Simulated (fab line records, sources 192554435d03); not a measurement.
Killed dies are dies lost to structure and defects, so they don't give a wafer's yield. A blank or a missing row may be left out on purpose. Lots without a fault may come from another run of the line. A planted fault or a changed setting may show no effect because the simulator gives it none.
fab line records | flow n5_finfet
record lots=10 wafers=28 last_day=18
route steps=1938 shown BEOL_M0_SAQP@665 BEOL_M4@1111
lots that met no fault: from a run of the same line without faults
start_h: hours from the record's first day to the start of the lot's first wafer shown | wait_h: hours since the lot's step before | " the same as in the row above | L1.1+2: a row that stands for several wafers | - no value, or no start given | * or withheld: withheld | < > ~ a bound
route shown NAME@n: a module of which the file shows steps, and the number in the route of the first | usual: mean/standard deviation of fault-free wafers | same: alike in all rows | chamber/n: place in a boat | sites: the reading at each site | _std_site: their standard deviation | _edge_site: outer sites' mean less inner sites' | radius_mm: how far each site lies from the wafer's centre | mask NAME#n: copy n | behind: the tool/chamber that last shaped the wafer | hold: why the lot was held/for how many hours/how that ended | device: the transistor (n, p or np) that didn't switch | end of line: the same wafers' tests at the end of the route | a step without rows: its recipe alone | killed: dies lost to structure and defects at the first sort, not the wafer's yield | map: a wafer's dies, x killed, . not, _ none there
set.NAME: the setting as run; set.NAME@STEP: as run at that earlier step | model.NAME: the simulator's own value behind a step, which no gauge read
steps of the route over a sample of lots; a table a step, a row a wafer
services: from which hour (start_h, from the record's first day; less than 0 if before it) a tool's chamber was out of use, for how many hours, and why
## steps
# step N5_BEOL_M0_SAQP_MANDREL1_REMOVE_100
# recipe chemistry=HBr/Cl2/O2 bt_time_s=10 target=a-Si stop_on=SiNx endpoint=OES-SiCl over_etch_frac=0.85 icp_w=600 bias_w=30 HBr_flow_sccm=150 Cl2_flow_sccm=80 O2_flow_sccm=5 pressure_mtorr=10
# usual drypump_motor_current_A=5.8/0.42 oes_product_au=1.003/0.012 throttle_valve_pct=36.8/0.38
# columns lot.wafer tool chamber start_h wait_h drypump_motor_current_A oes_product_au rf_hours_counter_h throttle_valve_pct
L294.2 rie_si-03 2 113.07 0.1 6.0 0.994 142 37.3
L294.3 " 3 " " 5.5 1.016 165 36.5
L294.6 " 3 " " 5.4 1.017 - 36.5
L295.3 rie_si-02 3 118.98 0.1 6.6 0.989 54 36.9
L295.4 " 1 " " 5.2 1.006 102 37.2
L295.5 " 3 " " 6.6 0.995 - 36.9
L296.2 rie_si-02 2 125.88 0.1 6.0 1.012 126 36.3
L296.5 " 0 " " 6.2 0.994 - 36.4
L304.1 rie_si-04 1 171.51 0.1 5.2 1.011 131 37.0
L304.3 " 3 " " 6.0 0.991 1 36.8
L304.5 " 2 " " 6.0 0.978 - 37.1
L305.3 rie_si-04 3 177.89 0.1 5.9 0.998 1 36.7
L305.5 " 3 " " 5.9 1.006 - 36.7
L305.6 " 2 " " 6.1 0.987 - 37.1
L306.4 rie_si-02 2 190.35 0.0 6.0 1.000 127 36.3
L306.5 " 2 " " 6.0 1.008 - 36.3
L308.1 rie_si-02 3 196.72 0.1 6.6 0.993 56 36.9
L308.2 " 1 " " 5.2 1.021 103 37.2
L308.4 " 2 " " 6.1 1.017 127 36.3
L311.1 rie_si-02 2 211.21 0.1 6.1 0.993 127 36.3
L311.2 " 3 " " 6.6 1.002 56 36.9
L311.4 " 1 " " 5.2 0.997 103 37.2
L316.1 rie_si-03 0 243.91 0.1 5.5 1.023 83 36.0
L316.2 " 3 " " 5.5 1.007 167 36.5
L316.4 " 2 " " 5.9 0.982 145 37.3
L317.1 rie_si-02 2 246.87 0.1 6.1 0.996 128 36.3
L317.4 " 3 " " 6.6 0.992 56 36.9
L317.6 " 2 " " 6.1 1.012 - 36.4
# step N5_BEOL_M0_SAQP_EXPOSE_37
# recipe mask_id=M0_CUT1 na=0.33 source_shape=annular sigma_inner=0.35 sigma_outer=0.8 polarization=unpolarized target_cd_nm=30 dose_mj=44.75
# usual exposure_dose_mJ_cm2=44.76/0.048
# columns lot.wafer tool chamber start_h wait_h mask exposure_dose_mJ_cm2
L294.2 euv_scanner-02 0 116.07 - M0_CUT1#0 44.71
L294.3 " 0 " " M0_CUT1#0 44.76
L294.6 " 0 " " M0_CUT1#0 44.71
L295.3 euv_scanner-01 0 121.19 - M0_CUT1#0 44.73
L295.4 " 0 " " M0_CUT1#0 44.77
L295.5 " 0 " " M0_CUT1#0 44.76
L296.2 euv_scanner-02 0 128.18 - M0_CUT1#0 44.75
L296.5 " 0 " " M0_CUT1#0 44.66
L304.1 euv_scanner-02 0 174.05 - M0_CUT1#0 44.73
L304.3 " 0 " " M0_CUT1#0 44.74
L304.5 " 0 " " M0_CUT1#0 44.71
L305.3 euv_scanner-01 0 180.16 - M0_CUT1#0 44.79
L305.5 " 0 " " M0_CUT1#0 44.73
L305.6 " 0 " " M0_CUT1#0 44.81
L306.4 euv_scanner-01 0 192.42 - M0_CUT1#0 44.80
L306.5 " 0 " " M0_CUT1#0 44.84
L308.1 euv_scanner-02 0 198.89 - M0_CUT1#0 44.73
L308.2 " 0 " " M0_CUT1#0 44.71
L308.4 " 0 " " M0_CUT1#0 44.74
L311.1 euv_scanner-01 0 213.25 - M0_CUT1#0 44.77
L311.2 " 0 " " M0_CUT1#0 44.82
L311.4 " 0 " " M0_CUT1#0 44.82
L316.1 euv_scanner-02 0 246.08 - M0_CUT1#0 45.48
L316.2 " 0 " " M0_CUT1#0 45.37
L316.4 " 0 " " M0_CUT1#0 45.46
L317.1 euv_scanner-02 0 249.23 - M0_CUT1#0 45.40
L317.4 " 0 " " M0_CUT1#0 45.35
L317.6 " 0 " " M0_CUT1#0 45.33
# step N5_BEOL_M0_SAQP_OVL_MEAS_41
# recipe points_per_wafer=522
# usual M0_CUT1_OVL=-0.1/0.68
# columns lot.wafer tool chamber start_h wait_h M0_CUT1_OVL[nm]
L294.2 overlay-02 0 116.24 0.0 -0.2
L294.3 " 0 " " 0.3
L294.6 " 0 " " -0.5
L295.3 overlay-01 0 121.36 0.0 0.7
L295.4 " 0 " " -0.5
L295.5 " 0 " " 0.4
L296.2 overlay-02 0 128.34 0.0 -1.3
L296.5 " 0 " " -1.3
L304.1 overlay-02 0 174.21 0.0 0.8
L304.3 " 0 " " 0.6
L304.5 " 0 " " 0.9
L305.3 overlay-02 0 180.32 0.0 -0.8
L305.5 " 0 " " -0.5
L305.6 " 0 " " -0.5
L306.4 overlay-01 0 192.58 0.0 0.3
L306.5 " 0 " " 0.8
L308.1 overlay-02 0 199.05 0.0 0.9
L308.2 " 0 " " -0.2
L308.4 " 0 " " 0.3
L311.1 overlay-02 0 213.41 0.0 -1.8
L311.2 " 0 " " 0.0
L311.4 " 0 " " -0.5
L316.1 overlay-02 0 246.24 0.0 -0.6
L316.2 " 0 " " -0.1
L316.4 " 0 " " -0.3
L317.1 overlay-01 0 249.40 0.0 -0.4
L317.4 " 0 " " -0.2
L317.6 " 0 " " 0.5
# step N5_BEOL_M0_SAQP_CUT_ETCH_46
# recipe chemistry=N2/H2 target=SOC target_depth_a=1350 overetch_a=270 temp_c=40 time_s=202.5 ion_energy_ev=200 mask_material=SiARC pressure_mtorr=30 source_w=840 bias_w=150 n2_flow_sccm=200 h2_flow_sccm=200
# usual drypump_motor_current_A=5.7/0.54 rf_vpp_V=525/3.1 showerhead_plenum_p_Torr=2.60/0.1 throttle_valve_pct=17.77/0.25
# columns lot.wafer tool chamber start_h wait_h drypump_motor_current_A rf_hours_counter_h rf_vpp_V showerhead_plenum_p_Torr throttle_valve_pct
L294.2 rie_diel-03 1 116.41 0.0 5.4 165 528 2.66 18.06
L294.3 " 0 " " 5.9 245 520 2.38 17.74
L294.6 " 2 " " 5.1 - 521 2.42 17.85
L295.3 rie_diel-06 1 121.52 0.0 6.7 192 527 2.64 18.16
L295.4 " 0 " " 5.9 - 527 2.62 17.61
L295.5 " 3 " " 6.0 - 524 2.57 17.67
L296.2 rie_diel-06 0 128.59 0.0 5.9 6 525 2.62 17.62
L296.5 " 0 " " 5.9 - 527 2.62 17.64
L304.1 rie_diel-06 3 174.46 0.0 6.0 141 524 2.56 17.70
L304.3 " 0 " " 5.9 21 525 2.62 17.65
L304.5 " 2 " " 5.5 - 523 2.51 17.34
L305.3 rie_diel-04 3 180.97 0.0 5.5 21 526 2.61 17.43
L305.5 " 0 " " 6.4 - 524 2.58 17.90
L305.6 " 2 " " 5.4 - 528 2.70 17.66
L306.4 rie_diel-03 3 192.77 0.0 6.2 19 528 2.72 17.84
L306.5 " 0 " " 5.9 - 530 2.69 17.43
L308.1 rie_diel-03 2 199.23 0.0 5.1 234 521 2.40 17.93
L308.2 " 1 " " 5.4 195 526 2.65 18.10
L308.4 " 3 " " 6.2 21 529 2.72 17.82
L311.1 rie_diel-03 1 213.59 0.0 5.4 200 526 2.65 18.13
L311.2 " 2 " " 5.1 237 519 2.40 17.93
L311.4 " 3 " " 6.2 24 529 2.72 17.86
L316.1 rie_diel-04 1 246.42 0.0 4.7 12 525 2.61 17.33
L316.2 " 3 " " 5.5 44 524 2.60 17.52
L316.4 " 0 " " 6.4 60 525 2.57 17.91
L317.1 rie_diel-03 2 249.57 0.0 5.1 249 519 2.40 17.95
L317.4 " 3 " " 6.2 36 528 2.71 17.87
L317.6 " 2 " " 5.1 - 519 2.40 17.94
# step N5_BEOL_M4_RC_MEAS_101
# usual DIBL_N=36.3/1.7 DIBL_P=36.0/1.9 IOFF_N=0.156/0.028 IOFF_P=0.21/0.036 ION_N=675/11 ION_P=463/7.8 SS_N=71.6/0.59 SS_P=73.2/0.63 VT_N=250/3.1 VT_P=-251/3.4
# columns lot.wafer tool chamber start_h wait_h DIBL_N[mV/V] DIBL_P[mV/V] IOFF_N[nA/um] IOFF_P[nA/um] ION_N[uA/um] ION_P[uA/um] SS_N[mV/dec] SS_P[mV/dec] VT_N[mV] VT_P[mV]
L294.2 prober-02 0 161.97 0.9 32.5 34.3 0.114 0.16 661 455 71.2 72.2 252 -255
L294.3 " 0 " " 34.3 35.3 0.124 0.17 671 459 71.5 72.8 251 -252
L294.6 " 0 " " 35.5 36.1 0.148 0.19 671 457 72.2 73.0 248 -252
L295.3 prober-02 0 168.96 0.3 38.5 37.8 0.187 0.21 682 458 71.5 73.8 246 -252
L295.4 " 0 " " 36.1 35.7 0.158 0.18 674 456 71.3 73.2 247 -253
L295.5 " 0 " " 36.6 36.2 0.158 0.18 679 460 71.3 73.7 248 -253
L296.2 prober-01 0 175.46 0.2 36.3 36.5 0.166 0.22 681 471 72.3 73.6 250 -249
L296.5 " 0 " " 35.4 36.5 0.161 0.21 682 468 72.3 72.4 246 -252
L304.1 prober-02 0 227.23 0.0 32.8 32.7 0.098 0.14 642 443 70.1 72.1 258 -257
L304.3 " 0 " " 35.2 34.5 0.137 0.15 668 450 71.6 71.6 250 -257
L304.5 " 0 " " 35.2 36.2 0.135 0.18 683 463 70.9 72.6 252 -253
L305.3 prober-01 0 230.17 0.3 36.4 35.7 0.143 0.19 666 454 71.9 73.5 252 -253
L305.5 " 0 " " 35.6 34.7 0.124 0.17 661 454 70.9 73.0 256 -257
L305.6 " 0 " " 37.5 35.7 0.168 0.19 674 457 72.2 73.5 251 -255
L306.4 prober-02 0 245.42 0.5 34.0 32.4 0.127 0.17 656 457 70.6 72.5 253 -252
L306.5 " 0 " " 34.4 34.6 0.136 0.20 670 470 71.2 73.0 252 -252
L308.1 prober-02 0 248.31 0.0 36.5 37.7 0.165 0.19 676 454 72.8 72.5 252 -251
L308.2 " 0 " " 36.7 37.9 0.153 0.19 670 458 71.7 73.7 251 -252
L308.4 " 0 " " 38.2 39.8 0.193 0.23 677 462 71.7 73.6 246 -251
L311.1 prober-02 0 261.07 0.0 34.7 35.2 0.133 0.18 671 453 71.5 73.1 253 -251
L311.2 " 0 " " 34.9 35.9 0.141 0.19 669 463 71.5 73.3 252 -254
L311.4 " 0 " " 35.6 35.2 0.151 0.18 667 458 71.8 73.2 254 -253
L316.1 prober-01 0 303.27 0.0 32.7 32.4 0.120 0.14 667 453 71.0 72.6 255 -255
L316.2 " 0 " " 35.5 37.1 0.155 0.19 666 458 71.5 73.3 254 -253
L316.4 " 0 " " 33.7 34.0 0.130 0.16 675 455 70.1 72.8 254 -254
L317.1 prober-01 0 320.07 0.0 39.5 37.7 0.194 0.27 682 475 71.8 74.2 247 -243
L317.4 " 0 " " 36.5 35.5 0.142 0.22 667 466 71.1 72.7 250 -247
L317.6 " 0 " " 41.0 40.2 0.249 0.32 689 478 72.7 74.6 242 -245
## services
# columns tool chamber start_h hours kind
euv_scanner-01 - 91.30 1.5 repair
euv_scanner-01 - 95.15 4.6 pm
euv_scanner-02 - 100.47 4.6 pm
rie_diel-06 3 104.73 4.3 repair
rie_si-04 3 105.30 6.4 repair
euv_scanner-02 - 107.10 1.0 pm
rie_si-04 2 111.45 2.5 repair
euv_scanner-01 - 115.94 1.0 pm
euv_scanner-02 - 122.11 3.6 repair
euv_scanner-01 - 122.80 1.3 repair
rie_si-02 2 133.76 5.6 repair
euv_scanner-02 - 146.32 0.1 repair
rie_si-03 3 147.08 9.5 repair
euv_scanner-02 - 150.61 5.8 pm
rie_si-03 - 152.46 0.6 repair
euv_scanner-02 - 163.25 1.0 pm
euv_scanner-01 - 172.09 1.0 pm
euv_scanner-01 - 204.87 1.1 repair
euv_scanner-02 - 219.40 1.0 pm
euv_scanner-01 - 228.24 1.0 pm
rie_si-02 3 229.05 15.2 repair
rie_diel-03 1 231.32 3.0 repair
euv_scanner-02 - 232.89 0.7 repair
rie_diel-06 2 238.25 3.6 repair
## key
first_sign step=N5_BEOL_M0_SAQP_EXPOSE_37 reading=exposure_dose_mJ_cm2 direction=up sigmas=13 usual=44.76 struck=45.40
effect none on later readings
met_at N5_BEOL_M0_SAQP_EXPOSE_37
struck_lots L316,L317
loop_trim step=N5_BEOL_M0_SAQP_EXPOSE_37 setting=dose lots=L317
not_acting_at N5_BEOL_M0_SAQP_MANDREL1_REMOVE_100,N5_BEOL_M0_SAQP_OVL_MEAS_41,N5_BEOL_M0_SAQP_CUT_ETCH_46
onset_between 198.89 246.08
fault kind=process_parameter_drift tool=euv_scanner-02 chamber=- onset_h=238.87 steps=N5_BEOL_M0_SAQP_EXPOSE_37 channel=dose_mj offset=0.71906 shape=step acts_in=these_recipes_only stated=44.75
# loop_trim: a control loop set the setting to another value than it would have without faults
